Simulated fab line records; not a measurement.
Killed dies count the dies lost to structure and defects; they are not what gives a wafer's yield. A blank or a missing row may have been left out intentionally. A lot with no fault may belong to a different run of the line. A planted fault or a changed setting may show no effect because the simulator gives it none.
2 desks looking at one fault ; flow n5Finfet ; what lay behind the numbers comes last; until then each desk has only its own

## FROM THE METROLOGY DESK
Lot by lot, what the gauges showed, no matter which tool ran the lot: averages of those sampled wafers that carry a number. The brackets show how far a lot's mean lies from the usual mean; more than 4 standard deviations puts the lot out of limits, marked OUT. Of its 11 readings 7 are shown: the one that was out of limits first, and those that lie furthest out on some lot.
Columns: A = cdNm at N5_BEOL_M3_CD_MEAS_28, usual 25.77 nm; B = IOFF_N at N5_BEOL_M4_RC_MEAS_101, usual 0.17 nA/um; C = IOFF_P at N5_BEOL_M4_RC_MEAS_101, usual 0.22 nA/um; D = ION_P at N5_BEOL_M4_RC_MEAS_101, usual 461 uA/um; E = SS_P at N5_BEOL_M4_RC_MEAS_101, usual 73.5 mV/dec; F = VT_N at N5_BEOL_M4_RC_MEAS_101, usual 250 mV; G = VT_P at N5_BEOL_M4_RC_MEAS_101, usual -250 mV
lot;first seen here;A;B;C;D;E;F;G
L175;day 8 10:51;25.92;0.12;0.19;457;72.7;254;-251
L183;day 10 15:25;22.34 (-13) OUT;0.20;0.23;457;74.2;247;-246
L182;day 10 18:44;22.44 (-12) OUT;0.15;0.17;452;73.6;252;-252
L190;day 12 03:25;25.89;0.20;0.24;463;73.4;245;-249
Finding of this desk: L182, L183 out of limits; the first was L183 at day 10 15:25, on cdNm at N5_BEOL_M3_CD_MEAS_28. Within limits: L175, L190.

## AT THE TOOL OWNER'S DESK: euvScanner-02
The tool's own readings at N5_BEOL_M3_EXPOSE_25 (exposes mask V2, defocus 5 nm): means of the sampled wafers that have a number, for each lot that ran on this tool. The brackets show how far a lot's mean lies from the usual mean; more than 4 standard deviations puts the lot out of limits, marked OUT.
Columns: A = reticleTempC at N5_BEOL_M3_EXPOSE_25, usual 22.99 C
lot;first seen here;A
L175;day 8 10:42;23.10
L183;day 10 15:19;22.95
L182;day 10 18:36;22.93
This desk's finding: nothing out of limits on any of the 3 lots.

## PUT TOGETHER
An alarm was possible from the metrology desk at day 10 15:25, on L182, L183.
The tool owner's desk saw nothing out of limits.
The tool owner's desk has L182, L183 on record, within its limits.
All the named lots went through N5_BEOL_M3_EXPOSE_25 on euvScanner-02.

## WHAT THE SIMULATOR PUT IN
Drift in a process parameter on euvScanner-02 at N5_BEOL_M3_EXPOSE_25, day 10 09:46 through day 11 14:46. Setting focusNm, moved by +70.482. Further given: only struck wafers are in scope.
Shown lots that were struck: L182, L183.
Hours from the fault's start to each desk's first reading out of limits: the metrology desk, 6.
